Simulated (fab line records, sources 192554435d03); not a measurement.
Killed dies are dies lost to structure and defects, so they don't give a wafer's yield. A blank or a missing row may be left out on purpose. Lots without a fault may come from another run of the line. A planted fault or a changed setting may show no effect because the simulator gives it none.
fab line records | flow n5_finfet
record lots=7 wafers=21
route steps=1938 shown SD_EPI_N@267 SDB@347 HKMG_FIN@424
start_h: hours from the record's first day to the start of the lot's first wafer shown | wait_h: hours since the lot's step before | " the same as in the row above | L1.1+2: a row that stands for several wafers | - no value, or no start given | * or withheld: withheld | < > ~ a bound
route shown NAME@n: a module of which the file shows steps, and the number in the route of the first | usual: mean/standard deviation of fault-free wafers | same: alike in all rows | chamber/n: place in a boat | sites: the reading at each site | _std_site: their standard deviation | _edge_site: outer sites' mean less inner sites' | radius_mm: how far each site lies from the wafer's centre | mask NAME#n: copy n | behind: the tool/chamber that last shaped the wafer | hold: why the lot was held/for how many hours/how that ended | device: the transistor (n, p or np) that didn't switch | end of line: the same wafers' tests at the end of the route | a step without rows: its recipe alone | killed: dies lost to structure and defects at the first sort, not the wafer's yield | map: a wafer's dies, x killed, . not, _ none there
set.NAME: the setting as run; set.NAME@STEP: as run at that earlier step | model.NAME: the simulator's own value behind a step, which no gauge read
lots whose settings were changed on purpose; a table a step, a row a wafer
## steps
# step N5_SD_EPI_N_EXPOSE_06
# recipe mask_id=SD_N_BLK na=1.35 source_shape=conventional sigma_outer=0.8 polarization=unpolarized target_cd_nm=120 dose_mj=39.75
# columns lot.wafer tool chamber start_h wait_h mask set.dose_mj
L074.2+5 arfi_scanner-01 0 50.78 - SD_N_BLK#0 39.75
L074.6 " 0 " " SD_N_BLK#0 41.26
L077.1+4+5 arfi_scanner-02 0 65.87 - SD_N_BLK#0 39.75
L080.2+5 arfi_scanner-02 0 84.18 - SD_N_BLK#0 39.75
L080.6 " 0 " " SD_N_BLK#0 38.59
L085.1+4 arfi_scanner-02 0 117.76 - SD_N_BLK#0 37.7
L085.5 " 0 " " SD_N_BLK#0 39.75
L087.2+3+6 arfi_scanner-03 0 128.84 - SD_N_BLK#0 39.75
L091.1 arfi_scanner-01 0 150.29 - SD_N_BLK#0 39.75
L091.3+6 " 0 " " SD_N_BLK#0 36.98
L095.1+4+5 arfi_scanner-01 0 174.29 - SD_N_BLK#0 39.75
# step N5_SD_EPI_N_PEB_07
# recipe peb_temp_c=110 peb_time_s=60 resist=CAR-ArF-block
# step N5_SD_EPI_N_DEVELOP_08
# recipe develop_time_s=30 developer=TMAH resist=CAR-ArF-block dev_temp_c=23 rinse_liquid=diw dry=air_spin
# step N5_SD_EPI_N_CD_MEAS_09
# recipe target_cd_nm=120 landing_energy_ev=500 detector=se_inlens
# usual cd_nm=120.1/0.63
# columns lot.wafer tool chamber start_h wait_h set.dose_mj@SD_EPI_N_EXPOSE_06 cd_nm
L074.2 cd_sem-02 0 50.90 - 39.75 120.1
L074.5 " 0 " " 39.75 119.7
L074.6 " 0 " " 41.26 122.3
L077.1 cd_sem-01 0 66.00 - 39.75 120.3
L077.4 " 0 " " 39.75 120.4
L077.5 " 0 " " 39.75 120.8
L080.2 cd_sem-01 0 84.30 - 39.75 121.3
L080.5 " 0 " " 39.75 120.9
L080.6 " 0 " " 38.59 118.6
L085.1 cd_sem-02 0 117.89 - 37.7 115.4
L085.4 " 0 " " 37.7 116.1
L085.5 " 0 " " 39.75 120.9
L087.2 cd_sem-03 0 128.96 - 39.75 118.6
L087.3 " 0 " " 39.75 119.7
L087.6 " 0 " " 39.75 119.6
L091.1 cd_sem-02 0 150.41 - 39.75 118.7
L091.3 " 0 " " 36.98 114.7
L091.6 " 0 " " 36.98 114.4
L095.1 cd_sem-03 0 174.42 - 39.75 120.4
L095.4 " 0 " " 39.75 120.8
L095.5 " 0 " " 39.75 120.3
# step N5_SD_EPI_N_DESCUM_14
# recipe chemistry=O2 time_s=7.9 source_power_w=50 bias_power_w=20 pressure_mtorr=20 rf_frequency_hz=2.712e+07 temp_c=40 resist=CAR-ArF-block o2_flow_sccm=225
# columns lot.wafer tool chamber start_h wait_h set.dose_mj@SD_EPI_N_EXPOSE_06 model.SD_EPI_N.cd_nm
L074.2 rie_diel-03 1 50.99 0.0 39.75 120.4
L074.5 " 2 " " 39.75 119.6
L074.6 " 1 " " 41.26 122.2
L077.1+5 rie_diel-06 0,1 66.08 0.0 39.75 120.4
L077.4 " 3 " " 39.75 120.2
L080.2 rie_diel-03 0 84.39 0.0 39.75 121.2
L080.5 " 2 " " 39.75 120.8
L080.6 " 1 " " 38.59 118.8
L085.1 rie_diel-03 3 118.01 0.1 37.7 115.8
L085.4 " 0 " " 37.7 116.2
L085.5 " 0 " " 39.75 120.2
L087.2 rie_diel-01 1 129.18 0.2 39.75 118.4
L087.3 " 0 " " 39.75 119.8
L087.6 " 1 " " 39.75 119.6
L091.1 rie_diel-01 3 150.61 0.1 39.75 118.6
L091.3+6 " 2 " " 36.98 114.6
L095.1 rie_diel-06 1 174.51 0.0 39.75 120.6
L095.4 " 1 " " 39.75 121.2
L095.5 " 0 " " 39.75 120
# step N5_SD_EPI_N_ETCH_34
# recipe chemistry=CF4 target=SiARC target_depth_a=455 mask_material=CAR-ArF-block time_s=75.8 ion_energy_ev=80 pressure_mtorr=40 source_w=545 bias_w=36 Ar_flow_sccm=100 cf4_flow_sccm=100 ends=cleared
# columns lot.wafer tool chamber start_h wait_h set.dose_mj@SD_EPI_N_EXPOSE_06 model.SD_EPI_N.cd_nm
L074.2 rie_diel-03 1 51.02 0.0 39.75 120.6
L074.5 " 2 " " 39.75 120
L074.6 " 1 " " 41.26 122.6
L077.1+4 rie_diel-06 0,3 66.12 0.0 39.75 120.2
L077.5 " 1 " " 39.75 120.6
L080.2+5 rie_diel-03 0,2 84.42 0.0 39.75 121
L080.6 " 1 " " 38.59 119
L085.1 rie_diel-03 3 118.04 0.0 37.7 115.6
L085.4 " 0 " " 37.7 116
L085.5 " 0 " " 39.75 120
L087.2 rie_diel-01 1 129.22 0.0 39.75 118.6
L087.3 " 0 " " 39.75 119.6
L087.6 " 1 " " 39.75 119.8
L091.1 rie_diel-01 3 150.64 0.0 39.75 118.6
L091.3+6 " 2 " " 36.98 114.4
L095.1 rie_diel-06 1 174.54 0.0 39.75 120.4
L095.4 " 1 " " 39.75 121
L095.5 " 0 " " 39.75 119.6
# step N5_SD_EPI_N_ETCH_45
# recipe chemistry=CH3F/O2 target=SiOCN target_depth_a=60 mask_material=SOC ion_energy_ev=60 bias_w=29 pressure_mtorr=15 source_w=410 Ar_flow_sccm=150 CH3F_flow_sccm=30 O2_flow_sccm=20
# columns lot.wafer tool chamber start_h wait_h set.target_depth_a model.etch.depth_nm
L074.2 rie_diel-03 1 51.50 0.1 62.22 6.093
L074.5 " 2 " " 62.22 6.202
L074.6 " 1 " " 60 5.882
L077.1 rie_diel-06 0 66.60 0.1 66.72 6.696
L077.4 " 3 " " 60 5.842
L077.5 " 1 " " 60 6.086
L080.2 rie_diel-03 0 84.90 0.1 67.17 6.607
L080.5 " 2 " " 60 5.874
L080.6 " 1 " " 67.17 6.487
L085.1 rie_diel-03 2 118.52 0.1 60 5.877
L085.4 " 1 " " 60 5.863
L085.5 " 2 " " 60 5.885
L087.2 rie_diel-01 1 129.70 0.1 60 5.999
L087.3 " 0 " " 63.78 6.27
L087.6 " 1 " " 63.78 6.348
L091.1 rie_diel-01 3 151.12 0.1 60 6.023
L091.3 " 2 " " 54.05 5.229
L091.6 " 2 " " 54.05 5.246
L095.1 rie_diel-06 1 175.02 0.1 60 6.121
L095.4 " 1 " " 60 6.095
L095.5 " 0 " " 60 5.929
# step N5_SDB_HM_DEP_00
# recipe material=SiNx target_thk_a=400 temp_c=400 precursor=SiH4/NH3/N2 pressure_torr=1.5 rf_w=300 time_s=35.3
# columns lot.wafer tool chamber start_h wait_h set.time_s model.SiNx_of_SDB_HM_DEP_00.thk_nm
L074.2 pecvd-01 2 74.95 0.0 35.3 39.6
L074.5 " 2 " " 32.23 37
L074.6 " 0 " " 35.3 39.8
L077.1 pecvd-01 2 85.03 0.0 33.49 38.4
L077.4+5 " 1,2 " " 35.3 40.8
L080.2 pecvd-02 0 102.33 0.0 35.3 39.6
L080.5 " 2 " " 39.94 45.4
L080.6 " 0 " " 35.3 40.2
L085.1 pecvd-02 2 135.17 0.0 35.3 40.4
L085.4 " 0 " " 35.3 40.2
L085.5 " 1 " " 35.3 40.6
L087.2 pecvd-01 0 147.06 0.0 33.69 37.6
L087.3 " 1 " " 35.3 40.2
L087.6 " 1 " " 33.69 38.6
L091.1 pecvd-03 2 168.73 0.0 35.3 40
L091.3 " 1 " " 35.3 39.4
L091.6 " 2 " " 35.3 41.2
L095.1 pecvd-02 0 191.01 0.0 35.3 39.8
L095.4+5 " 1,2 " " 35.3 40.6
# step N5_SDB_COAT_03
# recipe resist=SOC temp_c=250 time_s=60 spin_rpm=1500 resist_thk_nm=100
# columns lot.wafer tool chamber start_h wait_h set.temp_c
L074.2+5 litho_track-03 0 75.03 0.1 240
L074.6 " 0 " " 250
L077.1 litho_track-02 0 85.11 0.1 246.5
L077.4+5 " 0 " " 250
L080.2+6 litho_track-03 0 102.42 0.1 259.4
L080.5 " 0 " " 250
L085.1+4 litho_track-03 0 135.26 0.1 257.4
L085.5 " 0 " " 250
L087.2 litho_track-01 0 147.15 0.1 250
L087.3+6 " 0 " " 254.4
L091.1+3+6 litho_track-02 0 168.81 0.1 250
L095.1+4+5 litho_track-02 0 191.09 0.1 250
# step N5_SDB_COAT_04
# recipe resist=SiARC temp_c=220 time_s=60 spin_rpm=1500 resist_thk_nm=18
# step N5_SDB_COAT_05
# recipe resist=CAR-ArF spin_rpm=1500 resist_thk_nm=90
# step N5_SDB_STRIP_19
# recipe chemistry=N2/H2 temp_c=40 n2_flow_sccm=200 h2_flow_sccm=200 rf_frequency_hz=6e+07
# step N5_SDB_STRIP_21
# recipe chemistry=CF4 resist=SiARC power_w=300 bias_power_w=75 pressure_mtorr=50 cf4_flow_sccm=150 rf_frequency_hz=6e+07
# step N5_SDB_HM_OPEN_20
# recipe chemistry=CH3F/O2 target=SiNx mask_material=SOC target_depth_a=240 stop_on=poly-Si over_etch_frac=0.4 ion_energy_ev=120 pressure_mtorr=30 source_w=395 bias_w=73 Ar_flow_sccm=150 CH3F_flow_sccm=30 O2_flow_sccm=20
# columns lot.wafer tool chamber start_h wait_h set.time_s@SDB_HM_DEP_00 model.etch.depth_nm
L074.2 rie_diel-03 0 75.84 0.0 35.3 23.68
L074.5 " 1 " " 32.23 20.94
L074.6 " 2 " " 35.3 23.71
L077.1 rie_diel-03 1 85.79 0.0 33.49 22.32
L077.4 " 0 " " 35.3 24.73
L077.5 " 1 " " 35.3 24.7
L080.2 rie_diel-06 3 103.25 0.0 35.3 23.56
L080.5 " 1 " " 39.94 29.44
L080.6 " 0 " " 35.3 24.13
L085.1 rie_diel-06 2 135.95 0.0 35.3 24.33
L085.4 " 2 " " 35.3 24.2
L085.5 " 3 " " 35.3 24.6
L087.2 rie_diel-01 1 147.83 0.0 33.69 21.51
L087.3 " 2 " " 35.3 24.18
L087.6 " 0 " " 33.69 22.54
L091.1 rie_diel-06 3 169.82 0.0 35.3 24.08
L091.3 " 1 " " 35.3 23.45
L091.6 " 0 " " 35.3 25.23
L095.1 rie_diel-03 2 191.65 0.0 35.3 23.71
L095.4 " 2 " " 35.3 24.51
L095.5 " 0 " " 35.3 24.53
# step N5_SDB_STRIP_22
# recipe chemistry=N2/H2 power_w=1000 temp_c=250 h2_frac=0.65 overash_fraction=0.3 pressure_mtorr=withheld n2_flow_sccm=1750 h2_flow_sccm=3250
# step N5_SDB_PRECLEAN_23
# recipe chemistry=dHF time_s=30 temp_c=25 dilution=withheld
# step N5_SDB_DUMMY_REMOVE_24
# recipe chemistry=TMAH temp_c=70 target=poly-Si stop_on=SiO2 target_depth_nm=142 conc_wt_pct=5 time_s=57 dry=ipa_marangoni rinse_time_s=30 rinse_temp_c=23
# step N5_SDB_ETCH_25
# recipe chemistry=C4F6/O2 target=SiO2 target_depth_a=100 time_s=3.3 ion_energy_ev=250 mask_material=SiNx pressure_mtorr=30 source_w=345 bias_w=185 Ar_flow_sccm=300 C4F6_flow_sccm=10 O2_flow_sccm=10
# step N5_SDB_CUT_ETCH_26
# recipe chemistry=HBr/Cl2/O2 target=Si target_depth_a=1296 bt_time_s=20 mask_material=SiNx time_s=51.8 ion_energy_ev=* bias_w=* pressure_mtorr=10 icp_w=800 HBr_flow_sccm=150 Cl2_flow_sccm=80 O2_flow_sccm=12
# columns lot.wafer tool chamber start_h wait_h set.time_s@SDB_HM_DEP_00 model.SiNx_of_SDB_HM_DEP_00.thk_nm
L074.2 rie_si-03 3 76.49 0.1 35.3 21.8
L074.5 " 1 " " 32.23 19.6
L074.6 " 2 " " 35.3 22
L077.1 rie_si-06 2 86.18 0.1 33.49 19.8
L077.4 " 3 " " 35.3 22.4
L077.5 " 0 " " 35.3 22.2
L080.2 rie_si-06 1 103.95 0.1 35.3 21.4
L080.5 " 3 " " 39.94 27.6
L080.6 " 0 " " 35.3 22
L085.1 rie_si-03 3 136.40 0.1 35.3 22
L085.4 " 2 " " 35.3 22.8
L085.5 " 0 " " 35.3 22.4
L087.2 rie_si-06 3 148.21 0.1 33.69 19.6
L087.3 " 2 " " 35.3 22
L087.6 " 1 " " 33.69 20.2
L091.1 rie_si-01 1 170.89 0.1 35.3 22.4
L091.3 " 0 " " 35.3 22.2
L091.6 " 2 " " 35.3 23
L095.1+5 rie_si-03 1,0 192.03 0.1 35.3 22.4
L095.4 " 3 " " 35.3 22.2
# step N5_HKMG_FIN_COAT_06
# recipe resist=CAR-ArF spin_rpm=1500 resist_thk_nm=90
# columns lot.wafer tool chamber start_h wait_h set.spin_rpm model.CAR-ArF_of_HKMG_FIN_COAT_06.thk_nm
L074.2 litho_track-04 0 - - 1500 90.2
L074.5+6 " 0 " " 1500 90
L077.1 litho_track-05 0 - - 1580 87.8
L077.4 " 0 " " 1500 90.2
L077.5 " 0 " " 1580 87.6
L080.2 litho_track-02 0 - - 1500 90
L080.5+6 " 0 " " 1500 90.2
L085.1+5 litho_track-05 0 - - 1500 90.2
L085.4 " 0 " " 1500 90
L087.2 litho_track-02 0 - - 1570 88.6
L087.3 " 0 " " 1570 88.2
L087.6 " 0 " " 1500 90
L091.1 litho_track-05 0 - - 1500 90.2
L091.3+6 " 0 " " 1500 89.8
L095.1 litho_track-05 0 - - 1500 90.2
L095.4+5 " 0 " " 1500 90
# step N5_HKMG_FIN_EBR_08
# recipe solvent=PGMEA ebr_width_mm=1.5
# step N5_HKMG_FIN_SOFTBAKE_07
# recipe temp_c=110 time_s=60 resist=CAR-ArF
# step N5_HKMG_FIN_EXPOSE_09
# recipe mask_id=NWFM na=1.35 source_shape=conventional sigma_outer=0.8 polarization=unpolarized dose_mj=39.25
# step N5_HKMG_FIN_PEB_10
# recipe peb_temp_c=withheld peb_time_s=60 resist=CAR-ArF
# step N5_HKMG_FIN_DEVELOP_11
# recipe develop_time_s=30 developer=TMAH resist=CAR-ArF dev_temp_c=23 rinse_liquid=diw dry=air_spin
# columns lot.wafer tool chamber start_h wait_h set.spin_rpm@HKMG_FIN_COAT_06 model.CAR-ArF_of_HKMG_FIN_COAT_06.thk_nm
L074.2+5+6 litho_track-05 0 - - 1500 88.4
L077.1+5 litho_track-04 0 - - 1580 86
L077.4 " 0 " " 1500 88.6
L080.2+5+6 litho_track-02 0 - - 1500 88.4
L085.1+4+5 litho_track-04 0 - - 1500 88.4
L087.2 litho_track-02 0 - - 1570 86.8
L087.3 " 0 " " 1570 86.4
L087.6 " 0 " " 1500 88.2
L091.1 litho_track-05 0 - - 1500 88.4
L091.3+6 " 0 " " 1500 88.2
L095.1+4 litho_track-05 0 - - 1500 88.4
L095.5 " 0 " " 1500 88.2
# step N5_HKMG_FIN_DESCUM_17
# recipe chemistry=O2 time_s=7.9 source_power_w=50 bias_power_w=20 pressure_mtorr=20 rf_frequency_hz=2.712e+07 temp_c=40 resist=CAR-ArF o2_flow_sccm=225
# columns lot.wafer tool chamber start_h wait_h set.spin_rpm@HKMG_FIN_COAT_06 model.CAR-ArF_of_HKMG_FIN_COAT_06.thk_nm
L074.2+5+6 rie_diel-01 3,0,1 85.35 0.0 1500 83.6
L077.1 rie_diel-03 0 94.44 0.0 1580 81.2
L077.4 " 2 " " 1500 83.8
L077.5 " 1 " " 1580 81
L080.2 rie_diel-01 1 113.58 0.0 1500 83.4
L080.5+6 " 0,1 " " 1500 83.6
L085.1+4+5 rie_diel-01 1,2,3 145.22 0.0 1500 83.6
L087.2 rie_diel-01 1 156.75 0.0 1570 82
L087.3 " 3 " " 1570 81.6
L087.6 " 0 " " 1500 83.6
L091.1 rie_diel-03 3 180.82 0.3 1500 83.6
L091.3+6 " 1 " " 1500 83.2
L095.1 rie_diel-01 0 200.93 0.0 1500 83.8
L095.4+5 " 2 " " 1500 83.4
# step N5_HKMG_FIN_ETCH_31
# recipe chemistry=CF4 target=SiARC target_depth_a=455 mask_material=CAR-ArF time_s=75.8 ion_energy_ev=80 pressure_mtorr=40 source_w=545 bias_w=36 Ar_flow_sccm=100 cf4_flow_sccm=100 ends=cleared
# usual rf_vpp_V=184.2/1.2
# columns lot.wafer tool chamber start_h wait_h set.bias_w rf_vpp_V
L074.2 rie_diel-01 3 85.38 0.0 36 182.7
L074.5 " 0 " " 36 186.1
L074.6 " 1 " " 36 184.7
L077.1 rie_diel-03 0 94.47 0.0 36 182.1
L077.4 " 2 " " 36 183.0
L077.5 " 1 " " 39.73 195.4
L080.2 rie_diel-01 1 113.61 0.0 39.88 196.1
L080.5 " 0 " " 39.88 197.8
L080.6 " 1 " " 36 183.6
L085.1 rie_diel-01 1 145.25 0.0 39.23 193.8
L085.4 " 2 " " 39.23 193.5
L085.5 " 3 " " 36 182.6
L087.2 rie_diel-01 1 156.79 0.0 39.49 193.8
L087.3 " 3 " " 39.49 194.9
L087.6 " 0 " " 36 184.3
L091.1 rie_diel-03 3 180.86 0.0 36 186.1
L091.3 " 1 " " 36 183.4
L091.6 " 1 " " 36 184.2
L095.1 rie_diel-01 0 200.96 0.0 36 187.2
L095.4 " 2 " " 36 183.6
L095.5 " 2 " " 36 183.5
# step N5_HKMG_FIN_ETCH_32
# recipe chemistry=N2/H2 target=SOC target_depth_a=2400 temp_c=40 time_s=300 ion_energy_ev=200 mask_material=SiARC pressure_mtorr=30 source_w=840 bias_w=150 n2_flow_sccm=200 h2_flow_sccm=200
# usual rf_vpp_V=524.0/2.7
# columns lot.wafer tool chamber start_h wait_h set.source_w rf_vpp_V model.HKMG_FIN.feature_depth_nm model.etch.depth_nm
L074.2 rie_diel-01 3 85.44 0.0 840 523.6 238.4 238.5
L074.5 " 0 " " 840 527.3 234.4 234.5
L074.6 " 1 " " 697.9 553.8 206.8 206.9
L077.1 rie_diel-03 0 94.53 0.0 908.1 508.4 250 250.1
L077.4 " 2 " " 840 519.9 232.4 232.3
L077.5 " 1 " " 840 525.5 236 236
L080.2 rie_diel-01 1 113.67 0.0 840 521.3 240.6 240.7
L080.5 " 0 " " 840 526.6 234.2 234.2
L080.6 " 1 " " 840 520.6 239.2 239.2
L085.1 rie_diel-01 1 145.31 0.0 840 520.5 239.2 239.2
L085.4 " 2 " " 840 523.5 229.6 229.5
L085.5 " 3 " " 840 522.0 236.6 236.5
L087.2 rie_diel-01 1 156.85 0.0 910.5 505.8 254.4 254.4
L087.3 " 3 " " 840 523.3 237.8 237.8
L087.6 " 0 " " 840 526.7 232.6 232.6
L091.1 rie_diel-03 3 180.91 0.0 840 528.3 230 230
L091.3 " 1 " " 840 527.2 238.8 238.8
L091.6 " 1 " " 840 526.3 238.2 238.1
L095.1 rie_diel-01 0 201.02 0.0 840 524.7 235 235
L095.4 " 2 " " 840 524.2 233.4 233.3
L095.5 " 2 " " 840 521.9 231 231
## key
split step=N5_SD_EPI_N_EXPOSE_06 setting=dose_mj stated=39.75 by=wafer
response step=N5_SD_EPI_N_CD_MEAS_09 reading=cd_nm change=+0.73 per=1% r=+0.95
response step=N5_SD_EPI_N_DESCUM_14 reading=model.SD_EPI_N.cd_nm change=+0.656 per=1% r=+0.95
response step=N5_SD_EPI_N_ETCH_34 reading=model.SD_EPI_N.cd_nm change=+0.668 per=1% r=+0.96
split step=N5_SD_EPI_N_ETCH_45 setting=target_depth_a stated=60 by=wafer
response step=N5_SD_EPI_N_ETCH_45 reading=model.etch.depth_nm change=+0.0642 per=1% r=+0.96
split step=N5_SDB_HM_DEP_00 setting=time_s stated=35.3 by=wafer
response step=N5_SDB_HM_DEP_00 reading=model.SiNx_of_SDB_HM_DEP_00.thk_nm change=+0.398 per=1% r=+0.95
response step=N5_SDB_HM_OPEN_20 reading=model.etch.depth_nm change=+0.405 per=1% r=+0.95
response step=N5_SDB_CUT_ETCH_26 reading=model.SiNx_of_SDB_HM_DEP_00.thk_nm change=+0.406 per=1% r=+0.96
split step=N5_SDB_COAT_03 setting=temp_c stated=250 by=wafer
response none clear
split step=N5_HKMG_FIN_COAT_06 setting=spin_rpm stated=1500 by=wafer
response step=N5_HKMG_FIN_COAT_06 reading=model.CAR-ArF_of_HKMG_FIN_COAT_06.thk_nm change=-0.414 per=1% r=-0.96
response step=N5_HKMG_FIN_DEVELOP_11 reading=model.CAR-ArF_of_HKMG_FIN_COAT_06.thk_nm change=-0.425 per=1% r=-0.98
response step=N5_HKMG_FIN_DESCUM_17 reading=model.CAR-ArF_of_HKMG_FIN_COAT_06.thk_nm change=-0.454 per=1% r=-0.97
split step=N5_HKMG_FIN_ETCH_31 setting=bias_w stated=36 by=wafer
response step=N5_HKMG_FIN_ETCH_31 reading=rf_vpp_V change=+1.19 per=1% r=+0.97
split step=N5_HKMG_FIN_ETCH_32 setting=source_w stated=840 by=wafer
response step=N5_HKMG_FIN_ETCH_32 reading=rf_vpp_V change=-1.79 per=1% r=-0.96
response step=N5_HKMG_FIN_ETCH_32 reading=model.HKMG_FIN.feature_depth_nm change=+1.87 per=1% r=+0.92
response step=N5_HKMG_FIN_ETCH_32 reading=model.etch.depth_nm change=+1.87 per=1% r=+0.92
